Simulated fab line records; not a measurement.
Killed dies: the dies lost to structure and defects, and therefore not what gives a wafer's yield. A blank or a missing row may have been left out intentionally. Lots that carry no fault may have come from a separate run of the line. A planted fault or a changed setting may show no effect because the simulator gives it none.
Comparing a struck lot with a sound one    flow nandHarc    14 steps out of a route of 1302
Sound: wafers L844.2, L844.4, L844.6. Struck: wafer L855.5. (L855.2, L855.4 of the same lot were not struck and are left out.) The cause comes at the end.
At each step with rows: each side's tool, then ch and its chambers, then its first start. Under that, the readings that differ: sound wafers    struck wafers    difference of the means    sigmas: that difference in standard deviations of wafers without a fault.
alike: readings whose means differ by less than 2 such deviations, and words and numbers that are the same on both sides. not compared: withheld readings, readings that some wafer has no value for, bounds like >300 that may hide the same value, and numbers for which the record gives no deviation and whose values overlap.
A row with sigmas, a row that says differs or no value, or rows on one side alone: a step with any of these is where the two part. Numbers that don't overlap but have no deviation are shown without sigmas and don't part them. A reading that every wafer of one side lacks parts them only if that side has two wafers or more.

first, 2 steps without rows for these wafers: NHARC_A_SOURCE_PLATE_SRD_01; NHARC_A_SOURCE_PLATE_OXIDE_02 (material SiO2, target thk 10 nm, ox time 1362 s).
NHARC_A_SOURCE_PLATE_THK_MEAS_09: measures by ellipsometry.
  sound: filmMetro-01 at day 7 19:45; struck: filmMetro-01 at day 13 09:28
  alike: thkNm
then, 3 steps without rows for these wafers: NHARC_A_SOURCE_PLATE_PVD_04 (deposits WSi2, target thk 50 nm); NHARC_A_SOURCE_PLATE_CVD_03 (deposits poly-Si, target thk 200 nm, time 4000 s); NHARC_A_SOURCE_PLATE_ANNEAL_05 (time 1800 s).
NHARC_A_SOURCE_PLATE_THK_MEAS_06: measures by ellipsometry.
  sound: filmMetro-01 at day 8 09:17; struck: filmMetro-01 at day 14 00:27
  alike: thkNm
NHARC_A_SOURCE_PLATE_INSPECT_08:
  sound: defectInspect-02 at day 8 09:22; struck: defectInspect-01 at day 14 00:32
  alike: rawDefectCount
after that, 1 step with no rows for these wafers: NHARC_A_ONON_D1_DEP_00 (target thk 1000 nm).
NHARC_A_ONON_D1_THK_MEAS_02: measures by ellipsometry.
  sound: filmMetro-02 at day 8 09:57; struck: filmMetro-01 at day 14 01:07
  alike: thkNm
NHARC_A_ONON_D1_DEP_03: target thk 1000 nm.
  sound on pecvdOnon-03 ch 0, day 8 10:04; struck on pecvdOnon-03 ch 0, day 14 01:22
NHARC_A_ONON_D1_THK_MEAS_05: measures by ellipsometry.
  sound: filmMetro-02 at day 8 10:31; struck: filmMetro-02 at day 14 01:49
reading     sound        struck  difference  sigmas
thkNm (nm)  982 982 983  1226    +244        +24
after that, 1 step with no rows for these wafers: NHARC_A_ONON_D1_DEP_06 (target thk 1000 nm).
-- jump in the record: it breaks off in module A_ONON_D1 and resumes in module END (first step shown: number 1302 of the route), and 17 days separate the struck wafers' starts before and after --
NHARC_END_SORT_01:
  sound on prober-02 ch 0, day 25 02:35; struck on prober-02 ch 0, day 30 17:46
reading        sound     struck  difference  sigmas
killedAtArray  55 46 47  674     +625        +37
killedDies     58 47 51  677     +625        +37
  alike: killedAtOther, killedAtPeriphery, killedOpen, killedShort

== WHERE THEY PART ==
Earliest at NHARC_A_ONON_D1_THK_MEAS_05; latest, in this record, at NHARC_END_SORT_01.

WHY: what the simulator had put in
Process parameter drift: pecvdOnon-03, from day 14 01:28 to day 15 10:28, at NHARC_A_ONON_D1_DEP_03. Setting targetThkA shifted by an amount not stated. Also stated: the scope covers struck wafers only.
